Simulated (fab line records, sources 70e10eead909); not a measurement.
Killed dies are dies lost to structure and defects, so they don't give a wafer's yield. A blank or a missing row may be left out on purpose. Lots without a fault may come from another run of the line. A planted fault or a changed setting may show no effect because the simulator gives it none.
fab line records | flow nand_harc | part 1 of 2: steps 1 to 22 of 36
record lots=5 wafers=15 last_day=33
route steps=1302 shown A_SGD_CUT@897 A_SLIT@922
lots that met no fault: from a run of the same line without faults
start_h: hours from the record's first day to the start of the lot's first wafer shown | wait_h: hours since the lot's step before | " the same as in the row above | L1.1+2: a row that stands for several wafers | - no value, or no start given | * or withheld: withheld | < > ~ a bound
route shown NAME@n: a module of which the file shows steps, and the number in the route of the first | usual: mean/standard deviation of fault-free wafers | same: alike in all rows | chamber/n: place in a boat | sites: the reading at each site | _std_site: their standard deviation | _edge_site: outer sites' mean less inner sites' | radius_mm: how far each site lies from the wafer's centre | mask NAME#n: copy n | behind: the tool/chamber that last shaped the wafer | hold: why the lot was held/for how many hours/how that ended | device: the transistor (n, p or np) that didn't switch | end of line: the same wafers' tests at the end of the route | a step without rows: its recipe alone | killed: dies lost to structure and defects at the first sort, not the wafer's yield | map: a wafer's dies, x killed, . not, _ none there
set.NAME: the setting as run; set.NAME@STEP: as run at that earlier step | model.NAME: the simulator's own value behind a step, which no gauge read
lots at some steps of the route; a table a step, a row a wafer
services: from which hour (start_h, from the record's first day; less than 0 if before it) a tool's chamber was out of use, for how many hours, and why
## steps
# step NHARC_A_SGD_CUT_EBR_05
# columns lot.wafer tool chamber start_h wait_h
L079.1+3+6 litho_track-01 0 - -
L084.1+2+6 litho_track-01 0 - -
L089.2+3+5 litho_track-01 0 - -
L092.1+2+3 litho_track-06 0 - -
L095.3+5+6 litho_track-04 0 - -
# step NHARC_A_SGD_CUT_EXPOSE_06
# recipe na=1.35 dose_mj=85.59 mask_id=SGD
# columns lot.wafer tool chamber start_h wait_h mask
L079.1+3+6 arfi_scanner-01 0 484.44 - SGD#0
L084.1+2+6 arfi_scanner-02 0 537.92 - SGD#0
L089.2+3+5 arfi_scanner-02 0 571.70 - SGD#0
L092.1+2+3 arfi_scanner-01 0 617.57 - SGD#0
L095.3+5+6 arfi_scanner-03 0 651.93 - SGD#0
# step NHARC_A_SGD_CUT_PEB_07
# recipe peb_temp_c=100 peb_time_s=65
# columns lot.wafer tool chamber start_h wait_h
L079.1+3+6 litho_track-06 0 484.51 0.1
L084.1+2+6 litho_track-01 0 537.98 0.1
L089.2+3+5 litho_track-06 0 571.76 0.1
L092.1+2+3 litho_track-06 0 617.63 0.1
L095.3+5+6 litho_track-06 0 651.99 0.0
# step NHARC_A_SGD_CUT_DEVELOP_08
# recipe develop_time_s=35 dev_temp_c=23
# columns lot.wafer tool chamber start_h wait_h
L079.1+3+6 litho_track-06 0 - -
L084.1+2+6 litho_track-01 0 - -
L089.2+3+5 litho_track-06 0 - -
L092.1+2+3 litho_track-06 0 - -
L095.3+5+6 litho_track-06 0 - -
# step NHARC_A_SGD_CUT_CD_MEAS_09
# recipe target_cd_nm=100 landing_energy_ev=500
# usual cd_nm=100.1/0.41
# same landing_energy_ev=500
# columns lot.wafer tool chamber start_h wait_h cd_nm
L079.1 cd_sem-01 0 484.58 - 99.8
L079.3 " 0 " " 100.0
L079.6 " 0 " " 99.7
L084.1 cd_sem-01 0 538.06 - 99.8
L084.2 " 0 " " 99.3
L084.6 " 0 " " 99.4
L089.2 cd_sem-02 0 571.84 - 100.4
L089.3 " 0 " " 100.2
L089.5 " 0 " " 100.0
L092.1 cd_sem-02 0 617.71 - 100.3
L092.2 " 0 " " 100.2
L092.3 " 0 " " 100.2
L095.3 cd_sem-03 0 652.07 - 99.9
L095.5 " 0 " " 99.5
L095.6 " 0 " " 99.6
# step NHARC_A_SGD_CUT_OVL_MEAS_10
# usual overlay_x_nm=0.1/0.74 overlay_y_nm=0.1/1.2
# columns lot.wafer tool chamber start_h wait_h overlay_x_nm overlay_y_nm
L079.1 overlay-01 - 484.67 - 0.4 0.3
L079.3 " - " " 0.4 0.4
L079.6 " - " " 0.3 0.4
L084.1 overlay-02 - 538.15 - -0.7 -0.8
L084.2 " - " " -0.7 -0.8
L084.6 " - " " -0.6 -1.0
L089.2 overlay-01 - 571.93 - 0.2 0.1
L089.3 " - " " 0.2 0.3
L089.5 " - " " -0.3 0.5
L092.1 overlay-01 - 617.80 - 0.4 -0.7
L092.2 " - " " 0.0 0.1
L092.3 " - " " 0.0 -0.6
L095.3 overlay-02 - 652.15 - -0.5 0.3
L095.5 " - " " -0.1 0.5
L095.6 " - " " 0.0 1.1
# step NHARC_A_SGD_CUT_INSPECT_11
# usual raw_defect_count=56/26
# columns lot.wafer tool chamber start_h wait_h raw_defect_count
L079.1 defect_inspect-02 - 484.71 0.0 83
L079.3 " - " " 74
L079.6 " - " " 77
L084.1 defect_inspect-01 - 538.18 0.0 45
L084.2 " - " " 72
L084.6 " - " " 80
L089.2 defect_inspect-01 - 571.96 0.0 13
L089.3 " - " " 11
L089.5 " - " " 17
L092.1 defect_inspect-01 - 617.83 0.0 45
L092.2 " - " " 64
L092.3 " - " " 58
L095.3 defect_inspect-01 - 652.19 0.0 6
L095.5 " - " " 8
L095.6 " - " " 11
# step NHARC_A_SGD_CUT_DESCUM_14
# recipe time_s=3 o2_flow_sccm=200 ar_flow_sccm=0 bias_power_w=0 chemistry=O2
# usual drypump_motor_current_A=5.7/0.43 oes_product_au=1.001/0.008 rf_vpp_V=57.7/0.83 showerhead_plenum_p_Torr=1.88/0.064 throttle_valve_pct=11.311/0.0094
# columns lot.wafer tool chamber start_h wait_h drypump_motor_current_A oes_product_au rf_hours_counter_h rf_vpp_V showerhead_plenum_p_Torr throttle_valve_pct
L079.3 rie_diel-09 2 484.78 0.1 5.1 0.993 4.8 57.6 1.85 11.313
L079.1 " 0 " " 6.4 0.997 4.6 58.7 1.98 11.320
L079.6 " 1 " " 5.8 0.985 - 58.2 1.86 11.311
L084.2 rie_diel-11 2 538.26 0.1 5.8 1.001 8.3 58.1 1.87 11.315
L084.1 " 3 " " 5.9 1.003 7.3 56.9 1.98 11.310
L084.6 " 2 " " 5.8 1.000 - 57.0 1.87 11.306
L089.2 rie_diel-08 1 572.03 0.1 5.7 0.991 1.2 56.3 1.78 11.313
L089.3 " 2 " " 6.0 0.997 1.5 59.7 1.91 11.309
L089.5 " 1 " " 5.6 1.004 - 58.3 1.78 11.332
L092.1 rie_diel-09 3 617.91 0.1 6.5 0.987 6.2 55.2 1.79 11.318
L092.2 " 0 " " 6.4 1.005 6.2 57.5 1.98 11.299
L092.3 " 1 " " 5.8 0.997 5.1 56.9 1.85 11.296
L095.3 rie_diel-09 0 652.27 0.1 6.4 1.002 8.7 59.8 1.98 11.311
L095.5 " 1 " " 5.8 0.999 - 57.9 1.85 11.293
L095.6 " 2 " " 5.2 1.009 - 57.4 1.84 11.312
# step NHARC_A_SGD_CUT_ETCH_58
# recipe target_depth_a=390 over_etch_frac=0.3 time_s=65 ion_energy_ev=80 cf4_flow_sccm=150 ar_flow_sccm=0 rf_w=300 bias_w=100 chemistry=CF4
# usual drypump_motor_current_A=5.8/0.43 oes_product_au=1.001/0.008 rf_vpp_V=151.0/1 showerhead_plenum_p_Torr=1.74/0.054 throttle_valve_pct=13.283/0.0092
# columns lot.wafer tool chamber start_h wait_h drypump_motor_current_A oes_product_au rf_hours_counter_h rf_vpp_V showerhead_plenum_p_Torr throttle_valve_pct
L079.3 rie_diel-09 2 484.86 0.1 5.2 1.001 4.8 150.7 1.71 13.287
L079.1 " 0 " " 6.5 1.007 4.6 153.1 1.83 13.287
L079.6 " 2 " " 5.2 0.992 - 150.4 1.71 13.286
L084.1 rie_diel-11 3 538.35 0.1 5.9 0.998 7.3 152.8 1.82 13.298
L084.2 " 1 " " 5.5 1.001 6.6 150.5 1.76 13.276
L084.6 " 3 " " 5.9 1.007 - 151.9 1.82 13.300
L089.2 rie_diel-08 2 572.12 0.1 6.0 1.002 1.5 150.7 1.77 13.276
L089.3 " 3 " " 5.6 0.988 1.7 150.5 1.73 13.260
L089.5 " 2 " " 6.0 0.999 - 150.0 1.77 13.274
L092.2 rie_diel-09 1 617.99 0.1 5.8 0.992 5.1 149.8 1.72 13.279
L092.3 " 2 " " 5.1 0.999 3.1 151.4 1.71 13.278
L092.1 " 3 " " 6.5 0.979 6.2 149.9 1.66 13.288
L095.3 rie_diel-09 1 652.35 0.1 5.8 1.006 7.4 151.2 1.72 13.288
L095.6 " 2 " " 5.1 1.004 - 151.5 1.71 13.278
L095.5 " 3 " " 6.5 0.993 - 150.8 1.66 13.280
# step NHARC_A_SGD_CUT_ETCH_59
# recipe target_depth_a=2600 over_etch_frac=0.25 time_s=406.25 ion_energy_ev=200 n2_flow_sccm=150 h2_flow_sccm=150 ar_flow_sccm=0 rf_w=400 bias_w=150 chemistry=N2/H2
# usual drypump_motor_current_A=5.8/0.44 oes_product_au=1.001/0.0078 rf_vpp_V=429.5/2 showerhead_plenum_p_Torr=2.00/0.071 throttle_valve_pct=14.170/0.0093
# columns lot.wafer tool chamber start_h wait_h drypump_motor_current_A oes_product_au rf_hours_counter_h rf_vpp_V showerhead_plenum_p_Torr throttle_valve_pct
L079.1 rie_diel-09 1 - - 5.8 0.984 5.1 428.6 1.98 14.165
L079.3 " 2 " " 5.2 0.996 4.9 429.0 1.97 14.171
L079.6 " 2 " " 5.2 0.994 - 429.1 1.97 14.186
L084.1 rie_diel-11 3 - - 5.9 1.022 7.4 431.5 2.11 14.176
L084.2 " 2 " " 5.8 0.993 8.4 428.4 1.99 14.175
L084.6 " 2 " " 5.8 1.000 - 430.0 1.99 14.189
L089.2 rie_diel-08 0 - - 5.1 1.002 1.5 431.4 2.07 14.171
L089.3 " 3 " " 5.6 1.009 1.8 429.9 1.99 14.180
L089.5 " 0 " " 5.0 0.991 - 432.1 2.07 14.178
L092.1 rie_diel-09 2 - - 5.2 1.011 3.1 426.3 1.96 14.172
L092.2 " 0 " " 6.4 1.009 6.3 433.0 2.11 14.168
L092.3 " 1 " " 5.8 1.008 5.2 428.3 1.97 14.168
L095.3 rie_diel-09 2 - - 5.1 1.007 5.5 428.4 1.96 14.162
L095.6 " 1 " " 5.8 1.001 - 428.7 1.97 14.158
L095.5 " 2 " " 5.1 1.012 - 430.1 1.96 14.165
# step NHARC_A_SGD_CUT_ETCH_15
# recipe target_depth_a=750 time_s=64.3 ch3f_flow_sccm=50 o2_flow_sccm=30 ar_flow_sccm=200 rf_w=500 bias_w=100 chemistry=CH3F/O2
# usual ch3f_flow_sccm=50.02/0.15 drypump_motor_current_A=5.8/0.42 oes_product_au=0.960/0.017 rf_vpp_V=263.4/1.5 showerhead_plenum_p_Torr=2.42/0.08 throttle_valve_pct=20.664/0.0088
# columns lot.wafer tool chamber start_h wait_h ch3f_flow_sccm drypump_motor_current_A oes_product_au rf_hours_counter_h rf_vpp_V showerhead_plenum_p_Torr throttle_valve_pct
L079.3 rie_diel-09 2 - - 50.00 5.2 0.942 5.1 262.8 2.37 20.666
L079.1 " 3 " " 50.12 6.4 0.951 4.6 261.5 2.30 20.666
L079.6 " 3 " " 49.84 6.5 0.957 - 263.2 2.30 20.668
L084.1 rie_diel-11 2 - - 49.90 5.8 0.963 8.6 262.6 2.40 20.651
L084.2 " 3 " " 50.01 5.9 0.964 7.6 264.6 2.54 20.668
L084.6 " 3 " " 49.93 5.9 0.974 - 265.1 2.54 20.684
L089.3 rie_diel-08 2 - - 49.89 6.0 0.969 1.7 265.0 2.45 20.683
L089.2 " 1 " " 49.89 5.7 0.971 1.5 261.6 2.29 20.668
L089.5 " 3 " " 50.20 5.6 0.973 - 263.1 2.40 20.668
L092.2 rie_diel-09 0 - - 50.02 6.5 0.980 6.3 264.8 2.54 20.659
L092.1 " 2 " " 50.29 5.2 0.968 3.3 263.8 2.37 20.672
L092.3 " 3 " " 50.01 6.5 0.957 6.5 260.5 2.30 20.669
L095.3 rie_diel-09 1 - - 50.23 5.8 0.927 7.7 262.9 2.38 20.672
L095.6 " 3 " " 49.95 6.5 0.920 - 260.8 2.30 20.670
L095.5 " 0 " " 49.72 6.4 0.920 - 264.8 2.54 20.664
# step NHARC_A_SGD_CUT_ETCH_16
# recipe target_depth_a=3105 time_s=155.2 c4f8_flow_sccm=withheld o2_flow_sccm=8 ar_flow_sccm=withheld rf_w=600 bias_w=800 chemistry=C4F8/O2/Ar
# usual oes_product_au=0.973/0.013 rf_vpp_V=722/3.3
# columns lot.wafer tool chamber start_h wait_h oes_product_au rf_hours_counter_h rf_vpp_V
L079.1 rie_diel-09 3 - - 0.972 4.7 717
L079.3 " 0 " " 0.969 4.8 727
L079.6 " 0 " " 0.960 - 728
L084.2 rie_diel-11 1 - - 0.990 6.9 722
L084.1 " 3 " " 0.980 7.7 726
L084.6 " 3 " " 0.979 - 726
L089.3 rie_diel-08 1 - - 0.973 1.5 716
L089.2 " 2 " " 0.981 1.7 723
L089.5 " 3 " " 0.992 - 722
L092.1 rie_diel-09 3 - - 0.972 6.5 717
L092.2 " 1 " " 0.983 5.3 720
L092.3 " 2 " " 0.982 3.4 720
L095.3 rie_diel-09 3 - - 0.938 8.9 717
L095.5 " 0 " " 0.958 - 727
L095.6 " 1 " " 0.938 - 719
# step NHARC_A_SGD_CUT_STRIP_60
# recipe c4f8_flow_sccm=withheld o2_flow_sccm=8 ar_flow_sccm=withheld bias_w=0 chemistry=C4F8/O2/Ar
# columns lot.wafer tool chamber start_h wait_h
L079.1+3+6 rie_diel-09 1,2,3 - -
L084.1+2+6 rie_diel-11 2,3,2 - -
L089.2+3+5 rie_diel-08 3,0,2 - -
L092.3+2+1 rie_diel-09 3,0,1 - -
L095.3+6+5 rie_diel-09 0,2,3 - -
# step NHARC_A_SGD_CUT_STRIP_17
# recipe o2_flow_sccm=500 ar_flow_sccm=0 bias_w=0 chemistry=O2
# usual drypump_motor_current_A=5.8/0.43 oes_product_au=1.001/0.0081 rf_vpp_V=57.5/0.87 showerhead_plenum_p_Torr=3.47/0.11 throttle_valve_pct=17.037/0.0086
# columns lot.wafer tool chamber start_h wait_h drypump_motor_current_A oes_product_au rf_hours_counter_h rf_vpp_V showerhead_plenum_p_Torr throttle_valve_pct
L079.3 rie_diel-09 1 - - 5.8 0.999 5.3 56.7 3.43 17.038
L079.1 " 3 " " 6.5 0.996 4.7 55.7 3.31 17.041
L079.6 " 1 " " 5.8 0.998 - 58.0 3.43 17.033
L084.1 rie_diel-11 3 - - 6.0 1.001 7.7 56.3 3.63 17.049
L084.2 " 1 " " 5.5 1.003 7.0 58.0 3.52 17.042
L084.6 " 2 " " 5.8 0.990 - 58.2 3.45 17.045
L089.3 rie_diel-08 1 - - 5.7 0.991 1.6 57.7 3.29 17.044
L089.2 " 2 " " 6.0 0.998 1.8 57.2 3.52 17.053
L089.5 " 1 " " 5.7 1.002 - 57.0 3.29 17.023
L092.2 rie_diel-09 3 - - 6.5 0.987 6.7 57.2 3.31 17.029
L092.1 " 1 " " 5.8 1.000 5.6 56.2 3.42 17.032
L092.3 " 2 " " 5.2 1.003 3.5 57.5 3.41 17.030
L095.3 rie_diel-09 0 - - 6.5 1.023 8.9 59.2 3.64 17.040
L095.5 " 2 " " 5.2 1.014 - 58.4 3.41 17.043
L095.6 " 3 " " 6.5 1.002 - 58.0 3.31 17.040
# step NHARC_A_SGD_CUT_PRECLEAN_18
# recipe time_s=* temp_c=50 bath_age_min=0 chemistry=SC1
# usual bath_guard_temp_C=50.1/0.44 nh4oh_flow_mL_min=28.30/0.092 temp_c=50.00/0.11
# columns lot.wafer tool chamber start_h wait_h bath_guard_temp_C nh4oh_flow_mL_min temp_c
L079.3 wet_bench-06 6 485.74 - 50.2 28.12 49.87
L079.1 " 2 " " 50.7 28.35 49.81
L079.6 " 3 " " 50.2 28.24 50.00
L084.6 wet_bench-06 4 539.40 - 50.9 28.24 49.94
L084.1 " 5 " " 49.3 28.24 50.09
L084.2 " 7 " " 50.9 28.42 49.92
L089.2 wet_bench-01 3 573.00 - 50.1 28.30 50.18
L089.3 " 6 " " 49.8 28.13 50.08
L089.5 " 7 " " 50.4 28.34 50.06
L092.3 wet_bench-01 7 618.98 - 50.1 28.35 49.93
L092.2 " 0 " " 50.2 28.34 49.78
L092.1 " 3 " " 49.7 28.38 50.06
L095.6 wet_bench-05 3 653.60 - 50.1 28.41 50.14
L095.3 " 6 " " 48.9 28.34 50.03
L095.5 " 0 " " 50.3 28.31 50.03
# step NHARC_A_SGD_CUT_SRD_19
# columns lot.wafer tool chamber start_h wait_h
L079.3+1+6 wet_bench-06 6,2,3 - -
L084.6+1+2 wet_bench-06 4,5,7 - -
L089.2+3+5 wet_bench-01 3,6,7 - -
L092.3+2+1 wet_bench-01 7,0,3 619.05 0.1
L095.6+3+5 wet_bench-05 3,6,0 - -
# step NHARC_A_SGD_CUT_DEP_20
# recipe target_thk_a=1500 temp_c=65 material=SiO2
# columns lot.wafer tool chamber start_h wait_h
L079.1+3+6 fcvd-02 0,0,1 485.88 -
L084.2+1+6 fcvd-01 1,0,0 539.53 -
L089.2+3+5 fcvd-01 1,0,1 573.14 -
L092.1+2+3 fcvd-02 0,1,0 619.16 0.1
L095.3+6+5 fcvd-02 0,1,0 653.82 -
# step NHARC_A_SGD_CUT_ANNEAL_27
# recipe temp_c=450 time_s=1800
# usual spike_tc_centre_C=449.8/1.1
# columns lot.wafer tool chamber start_h wait_h spike_tc_centre_C
L079.1 furnace-07 0 492.00 6.1 450.7
L079.3 " 0 " " 448.4
L079.6 " 0 " " 450.4
L084.1 furnace-04 0 542.59 3.0 450.4
L084.2 " 0 " " 450.6
L084.6 " 0 " " 450.0
L089.2 furnace-04 0 578.52 5.4 450.6
L089.3 " 0 " " 452.0
L089.5 " 0 " " 450.9
L092.1 furnace-07 0 622.72 3.5 450.2
L092.2 " 0 " " 451.3
L092.3 " 0 " " 449.7
L095.3 furnace-08 0 658.75 4.9 449.9
L095.5 " 0 " " 449.3
L095.6 " 0 " " 450.9
# step NHARC_A_SGD_CUT_CMP_21
# recipe target_thk_nm=148.19
# usual motor_current_A=12.1/1.1 time_to_endpoint_s=50.3/2.7
# columns lot.wafer tool chamber start_h wait_h motor_current_A time_to_endpoint_s
L079.1 cmp-03 2 493.47 0.4 12.5 52.4
L079.3 " 0 " " 11.3 53.2
L079.6 " 3 " " 13.1 55.9
L084.2 cmp-04 1 544.04 0.4 10.6 48.3
L084.1 " 0 " " 9.8 47.2
L084.6 " 2 " " 13.7 47.8
L089.3 cmp-04 0 579.97 0.4 10.4 44.8
L089.2 " 3 " " 11.8 45.6
L089.5 " 1 " " 10.1 44.9
L092.3 cmp-04 3 624.15 0.4 12.2 48.7
L092.1 " 1 " " 10.9 47.7
L092.2 " 2 " " 13.2 47.1
L095.3 cmp-04 1 660.25 0.4 10.8 47.6
L095.6 " 3 " " 12.4 46.9
L095.5 " 0 " " 9.9 45.7
# step NHARC_A_SGD_CUT_THK_MEAS_22
# recipe thk_meas_gauge=ellipsometry
# usual thk_nm=148.2/1.4
# columns lot.wafer tool chamber start_h wait_h thk_nm
L079.1 film_metro-02 - 493.73 0.2 149.0
L079.3 " - " " 148.3
L079.6 " - " " 147.3
L084.1 film_metro-02 - 544.29 0.2 148.4
L084.2 " - " " 148.2
L084.6 " - " " 150.4
L089.2 film_metro-01 - 580.22 0.2 147.3
L089.3 " - " " 144.3
L089.5 " - " " 148.4
L092.1 film_metro-01 - 624.40 0.2 148.5
L092.2 " - " " 148.5
L092.3 " - " " 147.9
L095.3 film_metro-01 - 660.46 0.2 146.1
L095.5 " - " " 147.8
L095.6 " - " " 145.3
# step NHARC_A_SGD_CUT_SRD_23
# columns lot.wafer tool chamber start_h wait_h
L079.1+6+3 wet_bench-05 1,2,3 493.77 0.0
L084.2+1+6 wet_bench-05 6,7,0 544.34 0.0
L089.5+3+2 wet_bench-05 6,1,2 580.27 0.0
L092.3+1+2 wet_bench-01 3,5,6 624.45 0.0
L095.6+3+5 wet_bench-01 3,6,0 660.50 0.0
# step NHARC_A_SGD_CUT_ETCH_26
# recipe target_depth_a=458 chemistry=dHF material=SiO2
# columns lot.wafer tool chamber start_h wait_h
L079.1+6+3 wet_bench-05 1,2,3 493.80 0.0
L084.2+1+6 wet_bench-05 6,7,0 544.37 0.0
L089.5+3+2 wet_bench-05 6,1,2 580.33 0.0
L092.3+1+2 wet_bench-01 3,5,6 624.50 0.0
L095.6+3+5 wet_bench-01 3,6,0 660.52 0.0
